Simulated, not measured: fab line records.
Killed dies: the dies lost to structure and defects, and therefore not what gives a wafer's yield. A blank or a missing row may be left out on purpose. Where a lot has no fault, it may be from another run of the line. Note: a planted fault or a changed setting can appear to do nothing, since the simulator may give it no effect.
fab line records -- flow n5-finfet
[record] lots = 6, wafers = 18, last-day = 20
route steps=1938 shown BEOL_M11@1553 PASSIVATION@1936
lots untouched by any fault: they come from a run of this same line in which no faults occurred
start-h: hours from the record's first day to the start of the lot's first wafer shown -- wait-h: how many hours have passed since the lot's step before this one -- " identical to the entry in the row above -- L1.1+2: a row that stands for several wafers -- - no value, or no start given -- * or withheld: withheld -- < > ~ a bound
route shown NAME@n: a module of which the file shows steps, and the number in the route of the first -- usual: mean/standard deviation taken from wafers without a fault -- same: alike in all rows -- chamber/n: place in a boat -- sites: per-site readings -- _std_site: the standard deviation of these -- _edge_site: outer sites' mean less inner sites' -- radius-mm: for every site, how far away it sits from the centre of the wafer -- mask NAME#n: copy n -- behind: the last tool/chamber to shape the wafer -- hold: reason for holding the lot/hours on hold/outcome of the hold -- device: the n, p or np transistor that did not switch -- end of line: the tests these same wafers got at the end of their route -- where a step has no rows: the recipe by itself -- killed: dies that structure and defects cost at the first sort, which is not the same as the wafer's yield -- map: per-die view of a wafer (x killed, . not killed, _ where there is no die)
set.NAME: the setting that was run; set.NAME@STEP: the one run at that earlier step -- model.NAME: the simulator's own value behind a step, which no gauge read
lots at some steps of the route; a table a step, a row a wafer
services: the hour from which a tool's chamber was out of use, counted from the record's first day as start-h (under 0 if before that day), plus the number of hours and why
[[steps]]
[step N5_BEOL_M11_ETCH_61]
[recipe] chemistry = CF4, target = SiARC, target-depth-a = 390, mask-material = CAR-ArF, time-s = 65, ion-energy-ev = 80, pressure-mtorr = 40, source-w = 545, bias-w = 36, Ar_flow_sccm = 100, cf4-flow-sccm = 100, ends = cleared
[usual] drypump-motor-current-A = 6.0/0.52, etch-rf-on-time-s = 64.8/1.2, mfc-ar-sccm = 100.0/0.3, oes-product-au = 0.67/0.059, rf-vpp-V = 184.0/1, showerhead-plenum-p-Torr = 2.13/0.07, throttle-valve-pct = 15.75/0.19
lot.wafer,tool,chamber,start-h,wait-h,drypump-motor-current-A,etch-rf-on-time-s,mfc-ar-sccm,oes-product-au,rf-hours-counter-h,rf-vpp-V,showerhead-plenum-p-Torr,throttle-valve-pct
L319.1,rie-diel-01,1,337.39,0.0,6.3,65.2,99.9,0.62,191,183.5,2.13,15.69
L319.2,rie-diel-01,3,337.39,0.0,6.0,63.5,100.4,0.74,53,183.8,2.09,15.67
L319.4,rie-diel-01,0,337.39,0.0,6.6,64.8,99.2,0.66,140,182.1,2.06,16.01
L324.1,rie-diel-01,1,374.98,0.0,6.3,65.4,99.6,0.60,203,183.3,2.13,15.74
L324.2,rie-diel-01,3,374.98,0.0,6.0,63.3,99.5,0.73,65,184.9,2.08,15.68
L324.5,rie-diel-01,0,374.98,0.0,6.6,65.9,100.2,0.63,-,183.0,2.06,16.02
L334.3,rie-diel-06,3,412.96,0.0,5.2,65.3,100.2,0.64,125,184.3,2.14,15.91
L334.4,rie-diel-06,1,412.96,0.0,5.2,64.0,100.5,0.74,52,184.8,2.17,15.44
L334.5,rie-diel-06,1,412.96,0.0,5.2,64.1,100.7,0.74,-,184.1,2.17,15.43
L316.3,rie-diel-03,1,413.04,0.0,6.1,65.0,100.1,0.59,215,181.6,2.03,15.39
L316.4,rie-diel-03,3,413.04,0.0,5.4,66.2,99.9,0.69,-,183.3,2.15,15.71
L316.5,rie-diel-03,2,413.04,0.0,5.0,67.3,98.9,0.60,-,185.1,2.21,15.81
L333.2,rie-diel-01,0,414.52,0.0,6.6,65.6,99.9,0.63,163,183.8,2.06,16.04
L333.4,rie-diel-01,2,414.52,0.0,6.4,63.2,100.1,0.70,87,185.5,2.25,15.87
L333.5,rie-diel-01,3,414.52,0.0,6.0,63.8,100.2,0.72,-,182.8,2.08,15.72
L331.3,rie-diel-06,3,433.70,0.0,5.2,65.3,99.9,0.63,131,183.9,2.14,15.93
L331.4,rie-diel-06,1,433.70,0.0,5.2,64.1,99.6,0.72,57,183.5,2.17,15.45
L331.5,rie-diel-06,0,433.70,0.0,6.5,63.5,99.4,0.74,-,184.6,2.18,15.65
[step N5_BEOL_M11_ETCH_62]
[recipe] chemistry = N2/H2, target = SOC, target-depth-a = 1100, overetch-a = 220, mask-material = SiARC, temp-c = 40, time-s = 165, ion-energy-ev = 200, pressure-mtorr = 30, source-w = 840, bias-w = 150, n2-flow-sccm = 200, h2-flow-sccm = 200
[usual] drypump-motor-current-A = 6.0/0.53, h2-flow-sccm = 200.0/0.61, oes-product-au = 0.66/0.054, rf-vpp-V = 523.6/2.3, showerhead-plenum-p-Torr = 2.53/0.088, throttle-valve-pct = 17.98/0.17
lot.wafer,tool,chamber,start-h,wait-h,drypump-motor-current-A,h2-flow-sccm,oes-product-au,rf-hours-counter-h,rf-vpp-V,showerhead-plenum-p-Torr,throttle-valve-pct
L319.1,rie-diel-01,1,337.44,0.0,6.3,200.3,0.61,191,524.6,2.52,17.89
L319.2,rie-diel-01,3,337.44,0.0,6.0,200.9,0.74,53,523.5,2.47,17.86
L319.4,rie-diel-01,0,337.44,0.0,6.6,199.4,0.64,140,520.8,2.44,18.19
L324.1,rie-diel-01,1,375.03,0.0,6.3,200.3,0.61,203,522.9,2.52,17.92
L324.2,rie-diel-01,3,375.03,0.0,6.0,200.5,0.72,65,522.8,2.46,17.87
L324.5,rie-diel-01,0,375.03,0.0,6.6,198.9,0.63,-,521.2,2.44,18.20
L334.3,rie-diel-06,3,413.01,0.0,5.2,199.4,0.65,125,524.3,2.55,18.21
L334.4,rie-diel-06,1,413.01,0.0,5.2,199.5,0.72,52,524.4,2.58,17.67
L334.5,rie-diel-06,1,413.01,0.0,5.2,199.8,0.73,-,526.6,2.58,17.66
L316.3,rie-diel-03,1,413.09,0.0,6.1,200.6,0.59,215,519.2,2.41,17.71
L316.4,rie-diel-03,3,413.09,0.0,5.4,200.1,0.69,-,524.6,2.56,17.98
L316.5,rie-diel-03,2,413.09,0.0,5.0,199.7,0.61,-,527.2,2.62,17.96
L333.2,rie-diel-01,0,414.57,0.0,6.6,199.3,0.62,164,521.4,2.43,18.23
L333.4,rie-diel-01,2,414.57,0.0,6.4,199.3,0.68,87,526.1,2.68,18.18
L333.5,rie-diel-01,3,414.57,0.0,6.0,200.2,0.71,-,522.8,2.46,17.91
L331.3,rie-diel-06,3,433.75,0.0,5.2,200.0,0.63,131,522.3,2.55,18.22
L331.4,rie-diel-06,1,433.75,0.0,5.2,199.8,0.72,57,525.2,2.58,17.67
L331.5,rie-diel-06,0,433.75,0.0,6.4,199.3,0.72,-,524.3,2.59,17.91
[step N5_BEOL_M11_STRIP_68]
[recipe] chemistry = N2/H2, temp-c = 40, n2-flow-sccm = 200, h2-flow-sccm = 200, rf-frequency-hz = 6e+07
[step N5_BEOL_M11_STRIP_67]
[recipe] chemistry = CF4, resist = SiARC, power-w = 300, bias-power-w = 75, pressure-mtorr = 50, cf4-flow-sccm = 150, rf-frequency-hz = 6e+07
[usual] drypump-motor-current-A = 6.0/0.53, oes-product-au = 0.78/0.064, rf-vpp-V = 271.0/1.5, showerhead-plenum-p-Torr = 1.79/0.059, throttle-valve-pct = 13.73/0.18
lot.wafer,tool,chamber,start-h,wait-h,drypump-motor-current-A,oes-product-au,rf-hours-counter-h,rf-vpp-V,showerhead-plenum-p-Torr,throttle-valve-pct
L319.1,rie-diel-01,1,337.59,0.0,6.3,0.73,191,271.2,1.79,13.70
L319.2,rie-diel-01,3,337.59,0.0,6.0,0.87,53,270.1,1.75,13.61
L319.4,rie-diel-01,0,337.59,0.0,6.6,0.75,140,270.0,1.73,13.94
L324.1,rie-diel-01,1,375.17,0.0,6.3,0.71,203,270.9,1.79,13.73
L324.2,rie-diel-01,3,375.17,0.0,6.0,0.85,65,270.3,1.75,13.65
L324.5,rie-diel-01,0,375.17,0.0,6.6,0.75,-,270.3,1.73,13.98
L334.3,rie-diel-06,3,413.15,0.0,5.2,0.75,125,271.1,1.80,13.85
L334.4,rie-diel-06,1,413.15,0.0,5.2,0.85,53,272.6,1.82,13.41
L334.5,rie-diel-06,1,413.15,0.0,5.2,0.85,-,271.2,1.82,13.40
L316.3,rie-diel-03,1,413.23,0.0,6.1,0.69,215,270.2,1.71,13.41
L316.4,rie-diel-03,3,413.23,0.0,5.4,0.80,-,271.5,1.80,13.67
L316.5,rie-diel-03,2,413.23,0.0,5.0,0.72,-,271.8,1.85,13.81
L333.2,rie-diel-01,0,414.71,0.0,6.6,0.74,164,269.5,1.72,14.01
L333.4,rie-diel-01,2,414.71,0.0,6.4,0.80,87,272.6,1.89,13.84
L333.5,rie-diel-01,3,414.71,0.0,6.0,0.83,-,269.1,1.74,13.67
L331.3,rie-diel-06,3,433.89,0.0,5.2,0.75,131,270.9,1.80,13.88
L331.4,rie-diel-06,1,433.89,0.0,5.2,0.84,57,271.5,1.82,13.42
L331.5,rie-diel-06,0,433.89,0.0,6.4,0.85,-,272.1,1.83,13.56
[step N5_BEOL_M11_HM_OPEN_17]
[recipe] chemistry = Cl2/BCl3, target-depth-a = 200, overetch-a = 60, target = TiN, mask-material = SOC, ion-energy-ev = 150, pressure-mtorr = 10, icp-w = 1000, bias-w = 126, Cl2_flow_sccm = 53.25, bcl3-flow-sccm = 21.75, Ar_flow_sccm = 25
[usual] drypump-motor-current-A = 6.1/0.41, mfc-ar-sccm = 24.99/0.088, oes-product-au = 0.69/0.032, throttle-valve-pct = 22.10/0.066
lot.wafer,tool,chamber,start-h,wait-h,drypump-motor-current-A,mfc-ar-sccm,oes-product-au,rf-hours-counter-h,throttle-valve-pct
L319.1,rie-metal-02,1,337.64,0.0,5.5,25.08,0.72,19,22.12
L319.2,rie-metal-02,0,337.64,0.0,6.5,24.94,0.73,16,22.01
L319.4,rie-metal-02,1,337.64,0.0,5.5,25.04,0.72,-,22.12
L324.1,rie-metal-01,0,375.21,0.0,6.1,25.04,0.66,47,22.02
L324.2,rie-metal-01,1,375.21,0.0,6.5,24.82,0.65,59,22.20
L324.5,rie-metal-01,1,375.21,0.0,6.5,24.85,0.65,-,22.21
L334.3,rie-metal-01,1,413.23,0.1,6.5,25.00,0.64,-,22.22
L334.4,rie-metal-01,0,413.23,0.1,6.1,24.94,0.65,-,22.05
L334.5,rie-metal-01,1,413.23,0.1,6.5,24.92,0.63,-,22.23
L316.3,rie-metal-02,1,413.31,0.1,5.6,25.04,0.69,-,22.14
L316.4,rie-metal-02,0,413.31,0.1,6.4,25.02,0.69,-,22.06
L316.5,rie-metal-02,0,413.31,0.1,6.4,24.98,0.68,-,22.04
L333.2,rie-metal-02,0,414.75,0.0,6.4,25.12,0.70,24,22.04
L333.4,rie-metal-02,0,414.75,0.0,6.4,25.05,0.70,-,22.06
L333.5,rie-metal-02,1,414.75,0.0,5.6,24.94,0.69,-,22.14
L331.3,rie-metal-03,0,433.96,0.1,5.6,25.10,0.66,-,22.09
L331.4,rie-metal-03,1,433.96,0.1,6.6,25.09,0.72,-,22.17
L331.5,rie-metal-03,0,433.96,0.1,5.7,25.13,0.66,-,22.09
[step N5_BEOL_M11_STRIP_19]
[recipe] chemistry = O2, power-w = 400, temp-c = 40, pressure-mtorr = 30, rf-frequency-hz = 6e+07, bias-power-w = 0, overash-fraction = 0.2, o2-flow-sccm = 225
[usual] drypump-motor-current-A = 5.9/0.58, oes-product-au = 0.79/0.082, rf-vpp-V = 3.6/0.62, showerhead-plenum-p-Torr = 2.09/0.067, throttle-valve-pct = 16.79/0.19
[same] overash-fraction = 0.2
lot.wafer,tool,chamber,start-h,wait-h,drypump-motor-current-A,oes-product-au,rf-hours-counter-h,rf-vpp-V,showerhead-plenum-p-Torr,throttle-valve-pct
L319.1,rie-diel-06,2,337.75,0.1,6.4,0.74,196,4.3,1.99,16.78
L319.2,rie-diel-06,0,337.75,0.1,6.4,0.92,11,4.7,2.15,16.68
L319.4,rie-diel-06,1,337.75,0.1,5.2,0.91,29,3.1,2.14,16.51
L324.1,rie-diel-03,2,375.36,0.1,5.0,0.72,198,3.0,2.16,16.80
L324.2,rie-diel-03,1,375.36,0.1,6.1,0.70,202,4.3,2.00,16.43
L324.5,rie-diel-03,0,375.36,0.1,5.6,0.68,-,3.6,2.07,17.04
L334.3,rie-diel-01,1,413.36,0.1,6.3,0.70,215,3.4,2.09,16.86
L334.4,rie-diel-01,2,413.36,0.1,6.4,0.80,87,2.1,2.19,16.88
L334.5,rie-diel-01,1,413.36,0.1,6.3,0.71,-,2.9,2.09,16.85
L316.3,rie-diel-01,0,413.40,0.1,6.6,0.73,163,3.6,2.01,17.13
L316.4,rie-diel-01,1,413.40,0.1,6.2,0.70,215,4.5,2.09,16.86
L316.5,rie-diel-01,2,413.40,0.1,6.4,0.80,-,2.7,2.20,16.86
L333.2,rie-diel-03,2,414.89,0.1,5.0,0.70,212,4.2,2.16,16.83
L333.4,rie-diel-03,3,414.89,0.1,5.4,0.80,106,3.6,2.11,16.80
L333.5,rie-diel-03,1,414.89,0.1,6.1,0.70,-,3.2,1.99,16.45
L331.3,rie-diel-06,2,434.06,0.1,6.4,0.71,225,3.2,1.98,16.86
L331.4,rie-diel-06,3,434.06,0.1,5.2,0.74,131,3.6,2.11,17.04
L331.5,rie-diel-06,0,434.06,0.1,6.4,0.86,-,3.3,2.14,16.74
[step N5_BEOL_M11_CD_MEAS_18]
[recipe] pitch-nm = 140, target-cd-nm = 70
[usual] cd-nm = 69.9/0.52
lot.wafer,tool,chamber,start-h,wait-h,cd-nm
L319.1,cd-sem-03,-,337.82,0.0,69.5
L319.2,cd-sem-03,-,337.82,0.0,69.9
L319.4,cd-sem-03,-,337.82,0.0,69.5
L324.1,cd-sem-02,-,375.43,0.0,69.7
L324.2,cd-sem-02,-,375.43,0.0,69.9
L324.5,cd-sem-02,-,375.43,0.0,69.5
L334.3,cd-sem-01,-,413.43,0.1,69.3
L334.4,cd-sem-01,-,413.43,0.1,69.3
L334.5,cd-sem-01,-,413.43,0.1,69.5
L316.3,cd-sem-03,-,413.47,0.1,70.3
L316.4,cd-sem-03,-,413.47,0.1,69.7
L316.5,cd-sem-03,-,413.47,0.1,70.1
L333.2,cd-sem-01,-,414.96,0.1,70.4
L333.4,cd-sem-01,-,414.96,0.1,70.4
L333.5,cd-sem-01,-,414.96,0.1,70.0
L331.3,cd-sem-01,-,434.13,0.1,69.6
L331.4,cd-sem-01,-,434.13,0.1,69.5
L331.5,cd-sem-01,-,434.13,0.1,69.7
[step N5_BEOL_M11_COAT_63]
[recipe] resist = SOC, temp-c = 250, time-s = 60, spin-rpm = 1500, resist-thk-nm = 100
[step N5_BEOL_M11_COAT_64]
[recipe] resist = SiARC, temp-c = 220, time-s = 60, spin-rpm = 1500, resist-thk-nm = 30
[step N5_BEOL_M11_COAT_22]
[recipe] resist = CAR-ArF, spin-rpm = 1500, resist-thk-nm = 90
[step N5_BEOL_M11_EBR_24]
[recipe] solvent = PGMEA, ebr-width-mm = 1.5
[step N5_BEOL_M11_SOFTBAKE_23]
[recipe] temp-c = 110, time-s = 60, resist = CAR-ArF
[step N5_BEOL_M11_EXPOSE_25]
[recipe] mask-id = V10, na = 1.35, source-shape = annular, sigma-inner = 0.5, sigma-outer = 0.8, polarization = unpolarized, dose-mj = 85.5
[usual] exposure-dose-mJ-cm2 = 85.43/0.084, stage-vel-mm-s = 500.04/0.23
lot.wafer,tool,chamber,start-h,wait-h,mask,exposure-dose-mJ-cm2,stage-vel-mm-s
L319.1,arfi-scanner-02,0,339.66,-,V10#0,85.34,499.94
L319.2,arfi-scanner-02,0,339.66,-,V10#0,85.40,499.52
L319.4,arfi-scanner-02,0,339.66,-,V10#0,85.53,499.80
L324.1,arfi-scanner-03,0,378.17,-,V10#0,85.37,499.85
L324.2,arfi-scanner-03,0,378.17,-,V10#0,85.43,499.92
L324.5,arfi-scanner-03,0,378.17,-,V10#0,85.34,499.70
L334.3,arfi-scanner-01,0,417.75,-,V10#0,85.43,500.18
L334.4,arfi-scanner-01,0,417.75,-,V10#0,85.44,500.18
L334.5,arfi-scanner-01,0,417.75,-,V10#0,85.48,499.96
L333.2,arfi-scanner-03,0,417.91,-,V10#0,83.72,500.56
L333.4,arfi-scanner-03,0,417.91,-,V10#0,83.64,499.90
L333.5,arfi-scanner-03,0,417.91,-,V10#0,83.85,500.35
L316.3,arfi-scanner-01,0,418.09,-,V10#0,85.36,500.00
L316.4,arfi-scanner-01,0,418.09,-,V10#0,85.42,499.84
L316.5,arfi-scanner-01,0,418.09,-,V10#0,85.44,499.85
L331.3,arfi-scanner-03,0,434.42,-,V10#0,84.03,500.15
L331.4,arfi-scanner-03,0,434.42,-,V10#0,84.02,500.11
L331.5,arfi-scanner-03,0,434.42,-,V10#0,84.06,500.00
[step N5_BEOL_M11_PEB_26]
[recipe] peb-temp-c = withheld, peb-time-s = 60, resist = CAR-ArF
[step N5_PASSIVATION_PROBE_49]
[usual] defect-limited-yield = 90.8/1.7, killed_at_M0_to_M3 = 37/12, killed_at_M4_up = 15/5.6, killed-at-contacts = 13/6.9, killed-at-front-end = 40/11, killed-at-other = 4/3.2, killed-dies = 109/20, killed-open = 73/15, killed-short = 35/8.3, sort_bin_5_function = 5.4/1.1, sort_bin_6_memory = 3.5/0.73, sort-n-pass = 1071/20, sort-yield-pct = 90.8/1.7
[same] gross-dies = 1180, killed-at-back-side = 0, sort_bin_4_leakage[%] = 0, sort_bin_8_speed[%] = 0
lot.wafer,tool,chamber,start-h,wait-h,defect-limited-yield[%],killed_at_M0_to_M3,killed_at_M4_up,killed-at-contacts,killed-at-front-end,killed-at-other,killed-dies,killed-open,killed-short,sort_bin_5_function[%],sort_bin_6_memory[%],sort-n-pass,sort-yield-pct[%]
L319.1,prober-01,-,387.53,0.0,92.0,47,6,10,30,1,94,60,34,4.6,3.1,1086,92.0
L319.2,prober-01,-,387.58,0.1,92.2,35,12,19,21,5,92,59,32,4.4,3.1,1088,92.2
L319.4,prober-01,-,387.68,0.2,91.4,26,24,14,36,2,102,79,22,4.4,3.9,1078,91.4
L333.2,prober-02,-,464.60,0.1,90.0,51,21,8,35,3,118,84,33,5.9,3.7,1062,90.0
L333.4,prober-02,-,464.70,0.2,94.3,15,6,10,31,5,67,50,17,3.9,1.5,1113,94.3
L333.5,prober-02,-,464.75,0.2,91.4,50,14,6,26,5,101,72,28,5.4,2.8,1079,91.4
// killed by level:class
L319.1 BEOL_M0_SAQP:geometric-particle:short=11 BEOL_M0_SAQP:geometric-particle:open=8 BEOL_M3:geometric-particle:open=8 STI_FIN_REVEAL:geometric-particle:open=7 MOL_CONTACT_COAG:geometric-particle:open=7 BEOL_M2:geometric-particle:open=7 BEOL_M3:geometric-particle:short=6 GATE_CUT:geometric-particle:short=5
L319.2 MOL_CONTACT_COAG:geometric-particle:open=15 BEOL_M0_SAQP:geometric-particle:open=9 BEOL_M0_SAQP:geometric-particle:short=8 BEOL_M2:geometric-particle:open=6 BEOL_M3:geometric-particle:open=6 BEOL_M4:geometric-particle:open=6 FIN_SAQP:geometric-particle:short=5 FIN_SAQP:geometric-particle:open=4
L319.4 MOL_CONTACT_COAG:geometric-particle:open=13 STI_FIN_REVEAL:geometric-particle:open=11 BEOL_M4:geometric-particle:open=11 BEOL_M2:geometric-particle:open=9 FIN_SAQP:geometric-particle:open=5 BEOL_M3:geometric-particle:open=5 BEOL_M0_SAQP:geometric-particle:open=4 STARTING-WAFER:geometric-particle:open=4
L333.2 BEOL_M0_SAQP:geometric-particle:open=14 BEOL_M3:geometric-particle:open=13 BEOL_M4:geometric-particle:open=10 FIN_SAQP:geometric-particle:short=9 MOL_CONTACT_COAG:geometric-particle:open=8 BEOL_M1:geometric-particle:open=7 BEOL_M0_SAQP:geometric-particle:short=7 FIN_SAQP:geometric-particle:open=6
L333.4 MOL_CONTACT_COAG:geometric-particle:open=10 FIN_SAQP:geometric-particle:short=7 FIN_SAQP:geometric-particle:open=6 DUMMY_GATE:geometric-particle:open=6 BEOL_M0_SAQP:geometric-particle:open=6 BEOL_M1:geometric-particle:open=4 BEOL_M2:geometric-particle:open=3 ILD0:geometric-particle:open=2
L333.5 BEOL_M1:geometric-particle:open=11 BEOL_M3:geometric-particle:open=11 FIN_SAQP:geometric-particle:short=7 ILD0:geometric-particle:open=7 BEOL_M0_SAQP:geometric-particle:open=7 BEOL_M2:geometric-particle:open=7 MOL_CONTACT_COAG:geometric-particle:open=6 BEOL_M0_SAQP:geometric-particle:short=5
[[services]]
tool,chamber,start-h,hours,kind
arfi-scanner-03,-,323.01,5.5,pm
arfi-scanner-03,-,329.41,1.0,pm
arfi-scanner-02,-,333.18,2.4,repair
arfi-scanner-02,-,343.82,3.9,pm
arfi-scanner-02,-,351.34,1.1,repair
arfi-scanner-03,-,358.78,1.0,pm
rie-metal-03,-,364.79,1.1,repair
arfi-scanner-01,-,370.04,3.1,pm
arfi-scanner-02,-,376.19,36.0,pm
arfi-scanner-01,-,377.00,6.0,pm
rie-metal-03,-,379.61,10.0,pm
arfi-scanner-03,-,383.68,0.8,pm
arfi-scanner-03,-,395.37,3.1,pm
arfi-scanner-03,-,400.28,1.3,pm
rie-diel-03,-,403.77,0.4,repair
arfi-scanner-01,-,406.52,1.3,pm
arfi-scanner-02,-,412.19,1.3,pm
arfi-scanner-02,-,413.49,6.0,pm
arfi-scanner-02,-,419.49,1.0,pm
rie-diel-06,1,422.60,4.8,repair
arfi-scanner-02,-,424.03,0.8,pm
arfi-scanner-03,-,426.54,4.9,pm
arfi-scanner-02,-,427.04,0.8,pm
arfi-scanner-01,-,430.76,4.9,pm
[[key]]
[first-sign] step = N5_BEOL_M11_EXPOSE_25, reading = exposure-dose-mJ-cm2, direction = down, sigmas = 18, usual = 85.43, struck = 83.89
effect none on later readings
met-at N5_BEOL_M11_EXPOSE_25
struck-wafers L331.3,L331.4,L331.5,L333.2,L333.4,L333.5
[loop-trim] step = N5_BEOL_M11_EXPOSE_25, setting = dose, lots = L331
onset-between 378.17 417.91
[fault] kind = process-parameter-drift, tool = arfi-scanner-03, chamber = -, onset-h = 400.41, steps = N5_BEOL_M11_EXPOSE_25, channel = dose-mj, offset = -1.7188, shape = step, acts-in = these-recipes-only, stated = 85.5
// loop-trim: a control loop set the setting to another value than it would have without faults
